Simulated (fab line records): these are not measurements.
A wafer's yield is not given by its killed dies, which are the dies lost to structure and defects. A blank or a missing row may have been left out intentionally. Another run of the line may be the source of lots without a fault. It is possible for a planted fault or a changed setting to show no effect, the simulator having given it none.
Matching of chambers -- flow n5Finfet -- N5_BEOL_M8_PECVD_70 on pecvd-01 has 3 sister chambers
The step deposits SiO2 from TEOS/O2, target thk 20 nm, time 22.7 s. 6 wafers are shown with their chamber, then 7 later ones without.

## EACH WAFER AND ITS CHAMBER
wafer,chamber,throttleValvePct (%),showerheadPlenumPTorr (Torr)
L375.1,1,25.9,8.72
L380.3,1,26.1,8.70
L381.4,0,21.7,8.69
L381.5,2,22.6,8.90
L388.2,2,22.7,8.91
L388.3,0,21.9,8.71

## WAFERS MISSING THEIR CHAMBER
wafer,throttleValvePct (%),showerheadPlenumPTorr (Torr)
L388.5,22.5,8.89
L390.1,21.8,8.69
L390.5,26.3,8.70
L390.6,22.5,8.89
L392.3,21.8,8.71
L392.4,22.7,8.88
L392.6,26.1,8.72

## WHICH CHAMBER EACH ONE RAN IN
wafer,from the rows above,in truth
L388.5,2,2
L390.1,0,0
L390.5,1,1
L390.6,2,2
L392.3,0,0
L392.4,2,2
L392.6,1,1
Correct placement for 7 of the 7. Not placeable from these rows: 0. Number placed wrongly: 0.
How it was worked out, from the rows above alone: a wafer's distance from a chamber is the root of the sum, over the readings, of the square of ((its reading less the chamber's mean) divided by the reading's scatter). If the next closest chamber is less than 2 further off than the closest, the wafer can't be placed; otherwise it belongs to the closest. For every chamber, the mean is computed from those of its wafers that are shown. The scatter: the root of (the sum of the squares of (reading less its chamber's mean) over the shown wafers, divided by (wafers less chambers)).
